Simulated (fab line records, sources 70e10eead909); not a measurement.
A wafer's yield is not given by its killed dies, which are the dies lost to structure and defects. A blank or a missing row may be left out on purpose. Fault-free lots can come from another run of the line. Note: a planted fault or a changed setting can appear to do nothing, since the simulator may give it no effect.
Chamber matching | flow nand-harc | rie-diel-03 running NHARC_P_GATE_DESCUM_48: 4 sister chambers
The step chemistry O2, time 3 s. 16 wafers are shown with their chamber, then 8 later ones without.

EACH WAFER AND ITS CHAMBER
wafer  | chamber | showerhead-plenum-p-Torr (Torr) | drypump-motor-current-A (A) | oes-product-au (a.u.)
L149.3 | 2       | 2.00                            | 5.3                         | 0.985
L149.5 | 2       | 2.00                            | 5.3                         | 0.985
L149.6 | 1       | 2.06                            | 5.6                         | 0.991
L148.4 | 3       | 1.99                            | 6.4                         | 0.996
L148.5 | 2       | 2.00                            | 5.4                         | 0.998
L148.6 | 1       | 2.06                            | 5.5                         | 0.996
L154.1 | 3       | 1.99                            | 6.4                         | 0.995
L154.2 | 1       | 2.05                            | 5.5                         | 1.002
L154.3 | 2       | 2.00                            | 5.4                         | 0.990
L155.3 | 3       | 1.99                            | 6.4                         | 0.994
L155.4 | 2       | 2.00                            | 5.3                         | 0.988
L155.6 | 2       | 2.00                            | 5.3                         | 0.993
L156.1 | 0       | 1.81                            | 5.4                         | 1.000
L156.4 | 2       | 2.00                            | 5.4                         | 0.990
L156.5 | 0       | 1.81                            | 5.4                         | 0.999
L159.4 | 1       | 2.05                            | 5.5                         | 0.991

SIGNATURES, as means of the wafers listed above
reading                  | chamber 0 | chamber 1 | chamber 2 | chamber 3 | scatter within a chamber
showerhead-plenum-p-Torr | 1.8100    | 2.0550    | 2.0000    | 1.9900    | 0.00289
drypump-motor-current-A  | 5.400     | 5.525     | 5.343     | 6.400     | 0.0453
oes-product-au           | 0.99950   | 0.99500   | 0.98986   | 0.99500   | 0.0042
Rule: distance of a wafer from a chamber = root of the sum over the readings of ((wafer's reading minus chamber's mean) / reading's scatter) squared. If the next closest chamber is less than 2 further off than the closest, the wafer can't be placed; otherwise it belongs to the closest. The scatter: take each reading less its chamber's mean, square it, sum over the shown wafers, divide by the number of wafers less the number of chambers, and take the root.

WAFERS MISSING THEIR CHAMBER
wafer  | showerhead-plenum-p-Torr (Torr) | drypump-motor-current-A (A) | oes-product-au (a.u.)
L159.5 | 1.99                            | 5.4                         | 0.986
L159.6 | 2.05                            | 5.5                         | 0.996
L170.2 | 2.05                            | 5.6                         | 0.992
L170.3 | 1.81                            | 5.4                         | 0.999
L170.5 | 1.99                            | 6.3                         | 0.999
L171.1 | 1.99                            | 6.3                         | 0.996
L171.2 | 1.99                            | 5.4                         | 0.985
L171.6 | 1.99                            | 6.4                         | 0.990

THE CHAMBER EACH PASSED THROUGH
wafer  | from the rows above | in truth
L159.5 | 2                   | 2
L159.6 | 1                   | 1
L170.2 | 1                   | 1
L170.3 | 0                   | 0
L170.5 | 3                   | 3
L171.1 | 3                   | 3
L171.2 | 2                   | 2
L171.6 | 3                   | 3
Placed correctly: 8 of 8. From these rows, 0 cannot be placed. Wrongly placed: 0.
